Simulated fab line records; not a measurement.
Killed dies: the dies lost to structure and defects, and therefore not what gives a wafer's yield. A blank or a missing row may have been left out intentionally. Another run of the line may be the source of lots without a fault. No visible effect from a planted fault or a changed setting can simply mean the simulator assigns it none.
Comparing a struck lot with a sound one + flow nand harc + 42 out of 1302 route steps
Sound: the wafers L777.1, L777.5, L777.6. Wafers struck: L788.1, L788.4, L788.5. The cause is named last.
For every step that has rows: the tool of each side, followed by ch and its chambers, followed by its first start. Under that, the readings that differ: sound wafers + struck wafers + difference of the means + sigmas: that difference in standard deviations of wafers without a fault.
alike: readings whose means differ by less than 2 such deviations, and words and numbers that are the same on both sides. not compared: withheld readings, readings that some wafer has no value for, bounds like >300 that may hide the same value, and numbers for which the record gives no deviation and whose values overlap.
A row with sigmas, a row that says differs or no value, or rows on one side alone: a step with any of these is where the two part. Numbers that don't overlap but have no deviation are shown without sigmas and don't part them. A reading that every wafer of one side lacks parts them only if that side has two wafers or more.

first, 4 steps without rows for these wafers: NHARC_A_CONTACT_ETCH_51 (etches the open film in O2/COS, target depth 7000 nm, time 1820 s); NHARC_A_CONTACT_ETCH_111 (etches the open film in C4F8/O2/Ar, time 140 s, target depth 700 nm); NHARC_A_CONTACT_ETCH_112 (etches the open film in C4F8/O2/Ar, time 190 s, target depth 1850 nm); NHARC_A_CONTACT_ETCH_113 (etches the open film in C4F8/O2/Ar, time 190 s, target depth 1850 nm).
NHARC_A_CONTACT_ETCH_114: etches the open film in C4F8/O2/Ar, time 190 s, target depth 1850 nm.
  sound on har cap etch-01 ch 0,1, day 22 18:10; struck on har cap etch-03 ch 0, day 27 08:42
  alike: oes air line au
  not compared: rf hours counter h
then, 3 steps without rows for these wafers: NHARC_A_CONTACT_ETCH_115 (etches the open film in C4F8/O2/Ar, time 190 s, target depth 1850 nm); NHARC_A_CONTACT_ETCH_116 (etches the open film in C4F8/O2/Ar, time 190 s, target depth 1850 nm); NHARC_A_CONTACT_ETCH_117 (etches the open film in C4F8/O2/Ar, time 190 s, target depth 1850 nm).
NHARC_A_CONTACT_ETCH_118: etches the open film in C4F8/O2/Ar, time 190 s, target depth 1850 nm.
  sound on har cap etch-01 ch 0,1, day 22 18:51; struck on har cap etch-03 ch 0, day 27 09:23
  alike: oes air line au
  not compared: rf hours counter h
NHARC_A_CONTACT_ETCH_119: etches the open film in C4F8/O2/Ar, time 190 s, target depth 1850 nm.
  sound on har cap etch-01 ch 0,1, day 22 19:01; struck on har cap etch-03 ch 0, day 27 09:33
  alike: oes air line au
  not compared: rf hours counter h
then, 2 steps without rows for these wafers: NHARC_A_CONTACT_ETCH_120 (etches the open film in C4F8/O2/Ar, time 190 s, target depth 1850 nm); NHARC_A_CONTACT_ETCH_121 (etches the open film in C4F8/O2/Ar, time 190 s, target depth 1850 nm).
NHARC_A_CONTACT_ETCH_122: etches the open film in C4F8/O2/Ar, time 190 s, target depth 1850 nm.
  sound on har cap etch-01 ch 0,1, day 22 19:32; struck on har cap etch-03 ch 0, day 27 10:04
  alike: oes air line au
  not compared: rf hours counter h
then, 2 steps without rows for these wafers: NHARC_A_CONTACT_ETCH_123 (etches the open film in C4F8/O2/Ar, time 490 s, target depth 2110 nm); NHARC_A_CONTACT_ETCH_90 (etches the open film in CH3F/O2, target depth 40 nm, time 85.7 s).
NHARC_A_CONTACT_ETCH_96: etches the open film in C4F6/O2, target depth 20 nm, time 10 s.
  sound: rie diel-05 ch 0,1,2; struck: rie diel-11 ch 1,3
  alike: drypump motor current A, oes product au, rf fwd power W, rf vpp V, showerhead plenum p Torr, throttle valve pct
  not compared: rf hours counter h
NHARC_A_CONTACT_CD_MEAS_53:
  struck on cd sem-02, day 27 11:35; sound on cd sem-02, day 22 20:52
  alike: cd nm
then, 4 steps without rows for these wafers: NHARC_A_CONTACT_STRIP_99 (strips in N2/H2); NHARC_A_CONTACT_STRIP_100 (strips in CF4/CHF3); NHARC_A_CONTACT_STRIP_101 (strips in O2/COS); NHARC_A_CONTACT_ETCH_102 (etches the open film in CF4/O2, target depth 100 nm, overetch 10 nm, time 55 s).
NHARC_A_CONTACT_STRIP_55: strips in O2.
  sound: rie diel-07 ch 0,1,3; struck: rie diel-07 ch 0,1,2
  alike: drypump motor current A, oes product au, rf vpp V, showerhead plenum p Torr, throttle valve pct
  not compared: rf hours counter h
then, 13 steps without rows for these wafers: NHARC_A_CONTACT_STRIP_56 (strips in post etch residue remover, time 600 s); NHARC_A_CONTACT_DEP_57 (deposits aC, target thk 5300 nm); NHARC_A_CONTACT_DEP_58 (deposits SiON, target thk 90 nm); NHARC_A_CONTACT_DEHYDRATE_59 (time 120 s); NHARC_A_CONTACT_HMDS_60 (time 30 s); NHARC_A_CONTACT_COAT_61 (time 75 s); NHARC_A_CONTACT_COAT_62 (time 65 s); NHARC_A_CONTACT_COAT_63 (resist thk 90 nm); NHARC_A_CONTACT_SOFTBAKE_64 (time 55 s); NHARC_A_CONTACT_EBR_65; NHARC_A_CONTACT_EXPOSE_66 (exposes mask A CC 2); NHARC_A_CONTACT_PEB_67 (peb time 65 s); NHARC_A_CONTACT_DEVELOP_68 (develop time 35 s).
NHARC_A_CONTACT_CD_MEAS_69: target cd 300 nm.
  sound on cd sem-02 ch 0, day 23 01:50; struck on cd sem-01 ch 0, day 27 18:41
  alike: cd nm
NHARC_A_CONTACT_OVL_MEAS_70:
  struck on overlay-01, day 27 18:46; sound on overlay-02, day 23 01:56
  alike: overlay x nm, overlay y nm
then, 4 steps without rows for these wafers: NHARC_A_CONTACT_DESCUM_74 (chemistry O2, time 3 s); NHARC_A_CONTACT_ETCH_75 (etches the open film in CF4, target depth 39 nm, time 65 s); NHARC_A_CONTACT_ETCH_76 (etches the open film in N2/H2, target depth 260 nm, time 475.3 s); NHARC_A_CONTACT_ETCH_77 (etches the open film in CF4/CHF3, target depth 108.9 nm, time 54.5 s).
-- break in the record here, with 3 days between the starts of the struck wafers on either side (left off in module A_CONTACT, picked up again in module END, where the first step shown is number 1302 on the route) --
NHARC_END_SORT_01:
  sound on prober-02 ch 0, day 25 12:50; struck on prober-02 ch 0, day 30 07:38
| reading         | sound    | struck      | difference | sigmas |
|-----------------|----------|-------------|------------|--------|
| killed at array | 18 21 21 | 144 138 155 | +126       | +6     |
| killed dies     | 20 24 26 | 146 144 161 | +127       | +6     |
  alike: killed at other, killed at periphery, killed open, killed short

## WHERE THEY PART
NHARC_END_SORT_01 only, going by this record.

WHY: the cause the simulator had injected
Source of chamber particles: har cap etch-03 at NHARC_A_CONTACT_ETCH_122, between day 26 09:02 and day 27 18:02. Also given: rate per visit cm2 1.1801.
